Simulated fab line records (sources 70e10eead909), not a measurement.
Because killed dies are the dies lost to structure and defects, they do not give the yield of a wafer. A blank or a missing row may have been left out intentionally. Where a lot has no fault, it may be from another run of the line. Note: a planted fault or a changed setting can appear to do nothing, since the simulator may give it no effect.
Which tool was responsible?	flow nand harc	18 wafers from 6 lots sampled at 5 of the route's 1302 steps

## WHAT THE GAUGES SHOWED, per wafer
NHARC_END_SORT_01.
lot	measured	on	killed at array
L337	day 33 05:23	prober-02	664 32 667

## EACH LOT AND THE TOOL THAT RAN IT (in order: tool; ch and the chambers of the sampled wafers; start)
lot	NHARC_A_WL_FILL_ALD_02	NHARC_A_WL_FILL_ETCHBACK_04	NHARC_A_WL_FILL_ALD_19	NHARC_A_CONTACT_DEP_29
L316	ald metal-03 ch 0,1,2, day 20 09:22	rie metal-01 ch 0,1, day 20 10:16	ald metal-02 ch 0,1,2, day 21 03:16	pecvd-02 ch 0,1, day 21 09:19
L321	ald metal-03 ch 2,3, day 22 04:32	rie metal-03 ch 0,1, day 22 05:19	ald metal-02 ch 1,2,3, day 22 19:44	pecvd-03 ch 1,2, day 23 01:34
L322	ald metal-03 ch 0,2,3, day 22 23:26	rie metal-03 ch 0,1, day 23 00:17	ald metal-01 ch 1,2,3, day 23 15:47	pecvd-02 ch 1,2, day 23 21:37
L327	ald metal-03 ch 0,1,3, day 25 02:16	rie metal-03 ch 1, day 25 03:24	ald metal-03 ch 0,3, day 25 22:20	pecvd-02 ch 1,2, day 26 04:10
L335	ald metal-02 ch 0,1, day 27 21:04	rie metal-03 ch 0,1, day 27 21:54	ald metal-02 ch 0,1,3, day 28 14:19	pecvd-03 ch 0,1,2, day 28 20:25
L337	ald metal-03 ch 0,1,2, day 28 23:08	rie metal-02 ch 0,1, day 28 23:53	ald metal-02 ch 0,1, day 29 15:46	pecvd-02 ch 2, day 29 22:26
- NHARC_A_WL_FILL_ALD_02: deposits TiN, target thk 2 nm, pulse time 3 s, ald cycles 100.
- NHARC_A_WL_FILL_ETCHBACK_04: etches the open film in NF3, target depth 60 nm, time 120 s.
- NHARC_A_WL_FILL_ALD_19: deposits TiN, target thk 2 nm, pulse time 3 s, ald cycles 100.
- NHARC_A_CONTACT_DEP_29: deposits SiON, target thk 100 nm.

## THE ANSWER, worked out from the rows above alone
Rule: what is usual is taken from the lots themselves. Put in order of their means at a reading, lots are off if they are a third of the lots or fewer, leave a main group of 4 or more, and stand apart from it by a gap of 3 or more times the standard deviation of the main group's means; of several such gaps the widest counts. If all means in a main group match to the digits the tables above print for the reading, that group is not used. Also off: a lot with no number at a reading for which 4 or more lots have one. Where the step has rows for the other lots, those lots are counted as sound.
No lot is off on any of the readings shown, so nothing can be concluded from this.

## WHAT THE SIMULATOR HAD PUT IN
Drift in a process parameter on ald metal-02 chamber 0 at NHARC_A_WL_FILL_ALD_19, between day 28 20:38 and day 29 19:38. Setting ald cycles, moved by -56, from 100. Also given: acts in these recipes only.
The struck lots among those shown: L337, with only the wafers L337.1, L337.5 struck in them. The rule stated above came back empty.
